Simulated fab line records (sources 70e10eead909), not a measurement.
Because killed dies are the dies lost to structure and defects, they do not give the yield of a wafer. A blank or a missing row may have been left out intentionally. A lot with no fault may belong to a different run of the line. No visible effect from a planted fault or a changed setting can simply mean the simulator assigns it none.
fab line records | flow nandHarc
[record] lots = 7 wafers = 21 lastDay = 33
route steps=1302 shown P_M2@329
lots that met no fault: taken from a fault-free run of the same line
startH: hours from the record's first day to the start of the lot's first wafer shown | waitH: hours since the lot's step before | " identical to the entry in the row above | L1.1+2: a single row standing in for several wafers | - value missing, or start not given | * or withheld: withheld | < > ~ a bound
route shown NAME@n: NAME is a module with steps in the file, n the number in the route of the first one | usual: mean and standard deviation over wafers with no fault | same: alike in all rows | chamber/n: place in a boat | sites: the reading at each site | _std_site: standard deviation of those values | _edge_site: mean of outer sites minus mean of inner sites | radiusMm: how far each site lies from the wafer's centre | mask NAME#n: copy n | behind: tool/chamber where the wafer was last shaped | hold: why the lot was held/for how many hours/how that ended | device: transistor that didn't switch, given as n, p or np | end of line: at the end of the route, the tests of the same wafers | a step with no rows: only its recipe | killed: the dies lost at the first sort to structure and to defects; this is not the yield of the wafer | map: a wafer's dies, marking killed ones x, the rest . and places with no die _
set.NAME: setting as actually run; set.NAME@STEP: the setting as run at that earlier step | model.NAME: the simulator's own value behind a step, which no gauge read
lots seen at some steps along the route; tables by step, rows by wafer
services: the hour from which a tool's chamber was out of use, counted from the record's first day as startH (under 0 if before that day), plus the number of hours and why
[[steps]]
[step NHARC_P_M2_OVL_MEAS_10]
[recipe] pitchNm = 340
[usual] overlayXNm = -0.1/0.92 overlayYNm = -0.2/0.97
// columns lot.wafer tool chamber startH waitH overlayXNm overlayYNm
L334.3 overlay-02 - 251.58 - 0.2 -2.0
L334.4 " - " " -0.2 -1.2
L334.6 " - " " 0.1 -1.8
L335.1 overlay-02 - 254.73 - -1.0 -0.5
L335.3 " - " " -0.9 0.2
L335.4 " - " " -0.9 0.1
L336.1 overlay-01 - 266.41 - -0.6 0.4
L336.2 " - " " -1.1 0.6
L336.4 " - " " -0.5 0.7
L338.1 overlay-02 - 294.32 - 0.3 0.1
L338.3 " - " " 0.2 0.2
L338.4 " - " " 0.7 -0.2
L340.2 overlay-01 - 304.98 - -0.6 0.3
L340.3 " - " " -0.2 0.5
L340.5 " - " " -0.1 0.3
L341.1 overlay-02 - 317.58 - 0.3 -1.1
L341.2 " - " " -0.1 -1.2
L341.3 " - " " 0.5 -1.5
L343.1 overlay-01 - 334.01 - -2.2 -0.1
L343.2 " - " " -2.2 -0.4
L343.6 " - " " -2.5 -0.8
[step NHARC_P_M2_INSPECT_11]
[usual] rawDefectCount = 4.3/2.5
// columns lot.wafer tool chamber startH waitH rawDefectCount
L334.3 defectInspect-02 - 251.62 0.0 3
L334.4 " - " " 5
L334.6 " - " " 6
L335.1 defectInspect-02 - 254.77 0.0 4
L335.3 " - " " 1
L335.4 " - " " 1
L336.1 defectInspect-02 - 266.45 0.0 4
L336.2 " - " " 4
L336.4 " - " " 4
L338.1 defectInspect-02 - 294.35 0.0 7
L338.3 " - " " 8
L338.4 " - " " 5
L340.2 defectInspect-01 - 305.02 0.0 2
L340.3 " - " " 3
L340.5 " - " " 2
L341.1 defectInspect-02 - 317.61 0.0 3
L341.2 " - " " 4
L341.3 " - " " 4
L343.1 defectInspect-01 - 334.05 0.0 3
L343.2 " - " " 4
L343.6 " - " " 3
[step NHARC_P_M2_DESCUM_14]
[recipe] timeS = 3 o2FlowSccm = 200 arFlowSccm = 0 biasPowerW = 0 chemistry = O2
[usual] drypumpMotorCurrentA = 5.9/0.5 oesProductAu = 0.993/0.009 rfVppV = 57.9/0.89 showerheadPlenumPTorr = 1.94/0.074 throttleValvePct = 11.313/0.0086
// columns lot.wafer tool chamber startH waitH drypumpMotorCurrentA oesProductAu rfHoursCounterH rfVppV showerheadPlenumPTorr throttleValvePct
L334.3 rieDiel-01 1 251.69 0.1 5.1 0.981 2.3 58.7 2.05 11.302
L334.4 " 2 " " 5.9 0.990 2.3 57.6 2.06 11.308
L334.6 " 0 " " 4.8 0.998 - 59.4 1.83 11.299
L335.4 rieDiel-05 1 254.83 0.1 6.0 0.981 0.9 57.3 1.85 11.301
L335.1 " 3 " " 6.2 0.999 0.8 57.8 1.99 11.307
L335.3 " 0 " " 6.0 0.995 0.9 56.6 1.93 11.315
L336.4 rieDiel-07 2 266.52 0.1 6.4 0.996 6.3 57.3 1.81 11.297
L336.1 " 3 " " 5.4 0.988 6.4 57.9 1.86 11.320
L336.2 " 0 " " 5.7 0.993 6.1 57.2 1.81 11.313
L338.1 rieDiel-05 1 294.42 0.1 6.0 0.976 2.5 57.8 1.85 11.304
L338.3 " 2 " " 6.4 0.998 2.5 56.7 1.99 11.305
L338.4 " 1 " " 6.0 0.974 - 57.8 1.85 11.318
L340.3 rieDiel-05 3 305.09 0.1 6.1 0.993 3.3 58.8 1.98 11.308
L340.2 " 1 " " 6.0 0.977 3.4 59.6 1.85 11.313
L340.5 " 1 " " 6.0 0.976 - 57.3 1.85 11.318
L341.3 rieDiel-05 3 317.68 0.1 6.2 1.001 3.8 57.2 1.98 11.321
L341.2 " 0 " " 6.0 0.988 2.4 58.6 1.93 11.312
L341.1 " 2 " " 6.4 1.000 4.4 58.8 1.99 11.313
L343.1 rieDiel-01 2 334.11 0.1 5.9 1.004 6.6 58.2 2.05 11.315
L343.2 " 0 " " 4.8 0.988 5.5 56.9 1.83 11.326
L343.6 " 2 " " 5.9 1.003 - 57.3 2.06 11.314
[step NHARC_P_M2_ETCH_35]
[recipe] targetDepthA = 400 overetchA = 120 timeS = 43.94 ionEnergyEv = 200 n2FlowSccm = 150 h2FlowSccm = 150 arFlowSccm = 0 rfW = 400 biasW = 150 chemistry = N2/H2
[usual] drypumpMotorCurrentA = 5.9/0.51 oesProductAu = 0.995/0.0097 rfVppV = 431.4/2.4 showerheadPlenumPTorr = 2.07/0.08 throttleValvePct = 14.171/0.0095
// columns lot.wafer tool chamber startH waitH drypumpMotorCurrentA oesProductAu rfHoursCounterH rfVppV showerheadPlenumPTorr throttleValvePct
L334.3 rieDiel-01 0 251.77 0.1 4.8 0.996 1.6 425.2 1.95 14.152
L334.4 " 2 " " 5.9 0.999 2.3 436.0 2.20 14.195
L334.6 " 0 " " 4.8 0.997 - 428.2 1.95 14.153
L335.1 rieDiel-05 0 254.92 0.1 6.0 0.994 0.9 430.6 2.06 14.177
L335.4 " 1 " " 6.0 0.977 0.9 428.6 1.97 14.178
L335.3 " 3 " " 6.1 0.984 0.8 432.6 2.12 14.177
L336.4 rieDiel-07 3 266.59 0.1 5.4 0.984 6.4 428.9 1.98 14.163
L336.2 " 1 " " 5.8 0.994 6.0 430.6 2.05 14.180
L336.1 " 2 " " 6.4 1.001 6.3 426.5 1.93 14.154
L338.3 rieDiel-05 3 294.52 0.1 6.1 0.998 2.5 434.0 2.12 14.186
L338.1 " 1 " " 6.0 0.981 2.5 429.5 1.97 14.168
L338.4 " 1 " " 6.0 0.980 - 429.6 1.97 14.163
L340.2 rieDiel-05 3 305.19 0.1 6.2 1.002 3.3 433.2 2.12 14.164
L340.3 " 1 " " 6.0 0.980 3.4 428.2 1.97 14.167
L340.5 " 2 " " 6.4 0.989 - 433.6 2.12 14.171
L341.2 rieDiel-05 0 317.78 0.1 6.0 0.992 2.4 432.1 2.06 14.173
L341.1 " 2 " " 6.4 0.993 4.4 432.1 2.12 14.175
L341.3 " 3 " " 6.2 1.004 3.8 434.4 2.12 14.186
L343.2 rieDiel-01 0 334.20 0.1 4.8 1.003 5.5 427.7 1.95 14.177
L343.1 " 1 " " 5.1 0.992 6.4 435.8 2.19 14.144
L343.6 " 1 " " 5.1 1.004 - 434.3 2.19 14.177
[step NHARC_P_M2_ETCH_15]
[recipe] targetDepthA = 1825 timeS = 91.2 c4f8FlowSccm = withheld arFlowSccm = 400 rfW = 600 biasW = 300 chemistry = C4F8/Ar
[usual] oesProductAu = 0.937/0.02 rfVppV = 441.7/2.4
// columns lot.wafer tool chamber startH waitH oesProductAu rfHoursCounterH rfVppV
L334.4 rieDiel-01 3 - - 0.922 1.6 441.8
L334.3 " 1 " " 0.926 2.3 444.0
L334.6 " 3 " " 0.924 - 443.3
L335.4 rieDiel-05 3 - - 0.971 0.8 443.0
L335.1 " 0 " " 0.969 0.9 441.6
L335.3 " 2 " " 0.966 0.8 443.3
L336.4 rieDiel-07 2 - - 0.952 6.3 439.2
L336.2 " 3 " " 0.961 6.4 439.0
L336.1 " 0 " " 0.961 6.1 437.2
L338.1 rieDiel-05 3 - - 0.964 2.5 442.3
L338.3 " 2 " " 0.950 2.5 443.4
L338.4 " 3 " " 0.949 - 443.2
L340.2 rieDiel-05 3 - - 0.979 3.3 443.2
L340.3 " 1 " " 0.943 3.4 439.3
L340.5 " 1 " " 0.947 - 438.2
L341.3 rieDiel-05 2 - - 0.939 4.4 443.1
L341.2 " 3 " " 0.930 3.9 443.5
L341.1 " 0 " " 0.909 2.4 441.8
L343.1 rieDiel-01 0 - - 0.928 5.6 438.9
L343.2 " 1 " " 0.930 6.4 444.7
L343.6 " 3 " " 0.930 - 441.4
[step NHARC_P_M2_CD_MEAS_16]
[usual] cdNm = 170.3/0.73
// columns lot.wafer tool chamber startH waitH cdNm
L334.3 cdSem-01 - 251.99 - 169.1
L334.4 " - " " 171.1
L334.6 " - " " 170.7
L335.1 cdSem-03 - 255.14 - 169.6
L335.3 " - " " 170.9
L335.4 " - " " 170.2
L336.1 cdSem-02 - 266.81 - 169.9
L336.2 " - " " 168.9
L336.4 " - " " 168.9
L338.1 cdSem-01 - 294.76 - 171.5
L338.3 " - " " 171.3
L338.4 " - " " 170.6
L340.2 cdSem-03 - 305.43 - 170.8
L340.3 " - " " 170.1
L340.5 " - " " 170.6
L341.1 cdSem-03 - 318.03 - 170.2
L341.2 " - " " 170.5
L341.3 " - " " 170.6
L343.1 cdSem-02 - 334.41 - 170.7
L343.2 " - " " 169.7
L343.6 " - " " 170.5
[step NHARC_P_M2_STRIP_18]
[recipe] powerW = 1000 n2FlowSccm = 150 h2FlowSccm = 150 arFlowSccm = 0 biasW = 0 chemistry = N2/H2
[step NHARC_P_M2_ETCH_28]
[recipe] targetDepthA = 300 overEtchFrac = 0.3 timeS = 72.99 ionEnergyEv = 150 cf4FlowSccm = 50 n2FlowSccm = 100 arFlowSccm = 150 rfW = 300 biasW = 100 chemistry = CF4/N2
[step NHARC_P_M2_STRIP_19]
[recipe] timeS = 600 tempC = 30 chemistry = postEtchResidueRemover
[step NHARC_P_M2_DEGAS_29]
[recipe] tempC = 250 timeS = 60
[step NHARC_P_M2_PRE_CLEAN_30]
[recipe] timeS = 30 tempC = 280 gas = H2/He
[usual] heaterPowerW = 395/39
// columns lot.wafer tool chamber startH waitH heaterPowerW
L334.4 pvdSputter-02 - - - 358
L334.3 " - " " 456
L334.6 " - " " 357
L335.4 pvdSputter-02 - - - 380
L335.1 " - " " 361
L335.3 " - " " 451
L336.2 pvdSputter-03 - - - 381
L336.4 " - " " 444
L336.1 " - " " 367
L338.3 pvdSputter-03 - - - 430
L338.4 " - " " 373
L338.1 " - " " 389
L340.2 pvdSputter-03 - - - 383
L340.3 " - " " 380
L340.5 " - " " 387
L341.1 pvdSputter-02 - - - 370
L341.3 " - " " 402
L341.2 " - " " 377
L343.2 pvdSputter-02 - - - 367
L343.1 " - " " 408
L343.6 " - " " 365
[step NHARC_P_M2_PVD_20]
[recipe] targetThkA = 50 biasV = 168.6 powerW = 15000 chamberPressurePa = 0.12 timeS = 8.06 substrateTempC = 50 material = TaN
[usual] biasV = 168.4/1.8 cathodeDcPowerW = 14999/2.8 substrateTempC = 50.00/0.12 throttleValvePct = 29.9/1.2
// columns lot.wafer tool chamber startH waitH biasV cathodeDcPowerW substrateTempC throttleValvePct
L334.3 pvdSputter-02 - - - 170.6 15004 49.97 30.7
L334.4 " - " " 169.6 15001 50.06 28.9
L334.6 " - " " 166.9 14998 49.92 30.7
L335.3 pvdSputter-02 - - - 168.6 14999 50.07 29.0
L335.1 " - " " 172.0 14994 50.08 30.9
L335.4 " - " " 169.3 14999 50.19 30.6
L336.4 pvdSputter-03 - - - 169.2 15001 49.87 31.6
L336.1 " - " " 167.2 14998 50.25 29.5
L336.2 " - " " 169.0 14996 50.07 28.3
L338.4 pvdSputter-03 - - - 164.1 15002 50.07 28.6
L338.3 " - " " 168.7 14996 50.05 32.1
L338.1 " - " " 164.9 14999 49.97 31.2
L340.3 pvdSputter-03 - - - 169.7 14997 49.98 31.9
L340.2 " - " " 166.1 14999 50.19 30.5
L340.5 " - " " 167.4 15000 49.85 28.6
L341.2 pvdSputter-02 - - - 167.8 14998 49.85 29.6
L341.1 " - " " 169.9 14998 49.87 31.0
L341.3 " - " " 172.2 14997 50.07 28.7
L343.1 pvdSputter-02 - - - 168.5 14995 49.98 28.8
L343.2 " - " " 168.3 14999 50.31 30.1
L343.6 " - " " 167.2 14997 50.18 28.7
[step NHARC_P_M2_PVD_21]
[recipe] targetThkA = 300 chamberPressurePa = 5 powerW = 5000 substrateTempC = 30 timeS = 20.49 material = Cu
[usual] cathodeDcPowerW = 5000.1/0.94 chamberPressurePa = 4.998/0.0096 substrateTempC = 30.01/0.11 throttleValvePct = 29.8/1.2
// columns lot.wafer tool chamber startH waitH cathodeDcPowerW chamberPressurePa substrateTempC throttleValvePct
L334.3 pvdSputter-02 - 252.92 - - - - -
L334.4 " - " " - - - -
L334.6 " - " " - - - -
L335.1 pvdSputter-02 - 256.09 - - - - -
L335.3 " - " " - - - -
L335.4 " - " " - - - -
L336.1 pvdSputter-03 - 267.75 - - - - -
L336.4 " - " " - - - -
L336.2 " - " " - - - -
L338.4 pvdSputter-03 - 295.85 - 4999.5 4.988 30.14 29.4
L338.3 " - " " 5000.6 4.996 30.08 28.4
L338.1 " - " " 4999.0 5.006 30.11 30.9
L340.3 pvdSputter-03 - 306.37 - 4999.5 5.008 30.02 28.4
L340.2 " - " " 5001.1 5.012 30.06 31.8
L340.5 " - " " 5000.0 5.001 29.98 29.3
L341.1 pvdSputter-02 - 318.98 - 4999.1 4.995 30.11 29.3
L341.2 " - " " 5000.9 4.995 30.02 30.0
L341.3 " - " " 4999.9 4.999 30.03 31.0
L343.2 pvdSputter-02 - 335.35 - 4999.4 4.997 29.82 30.1
L343.1 " - " " 4999.6 4.988 29.96 31.2
L343.6 " - " " 5000.2 5.001 29.89 30.6
[step NHARC_P_M2_ECD_22]
[recipe] targetThkA = 4000 bathTempC = 25 material = Cu
[[services]]
// columns tool chamber startH hours kind
rieDiel-07 - 229.52 36.1 repair
rieDiel-05 - 229.60 9.0 pm
rieDiel-05 0 229.60 9.0 ventCycle
rieDiel-05 1 229.60 9.0 ventCycle
rieDiel-05 2 229.60 9.0 ventCycle
rieDiel-05 3 229.60 9.0 ventCycle
rieDiel-05 0 238.60 - clean
rieDiel-05 1 238.60 - clean
rieDiel-05 2 238.60 - clean
rieDiel-05 3 238.60 - clean
rieDiel-05 0 263.10 - clean
rieDiel-05 1 263.10 - clean
rieDiel-05 2 263.10 - clean
rieDiel-05 3 263.10 - clean
pvdSputter-02 - 282.00 10.0 pm
rieDiel-05 0 287.59 28.2 repair
rieDiel-05 1 287.60 - clean
rieDiel-05 2 287.60 - clean
rieDiel-05 3 287.60 - clean
rieDiel-07 - 294.33 9.0 pm
rieDiel-05 3 308.68 3.8 repair
rieDiel-05 1 312.10 - clean
rieDiel-05 2 312.10 - clean
rieDiel-05 1 315.49 12.2 repair
[[key]]
[firstSign] step = NHARC_P_M2_PVD_21 reading = toolRecord direction = missing
effect none on later readings
metAt NHARC_P_M2_PVD_21
struckWafers L334.3,L334.4,L334.6,L335.1,L335.3,L335.4,L336.1,L336.2,L336.4
laterRowsLeftOut L334.3,L334.4,L334.6,L335.1,L335.3,L335.4,L336.1,L336.2,L336.4
sortLeftOut L334.3,L334.4,L334.6,L335.1,L335.3,L335.4,L336.1,L336.2,L336.4
[fault] kind = skippedStepWhole tool = pvdSputter-02,pvdSputter-03 chamber = - onsetH = 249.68 steps = NHARC_P_M2_PVD_21 scope = struckLotsOnly
// sortLeftOut: the simulated sort isn't trusted on such a fault, so these wafers' sort isn't shown, and their yield isn't known
// laterRowsLeftOut: the simulator's readings of these wafers behind a module that went badly wrong aren't trusted and aren't shown, but for the sort
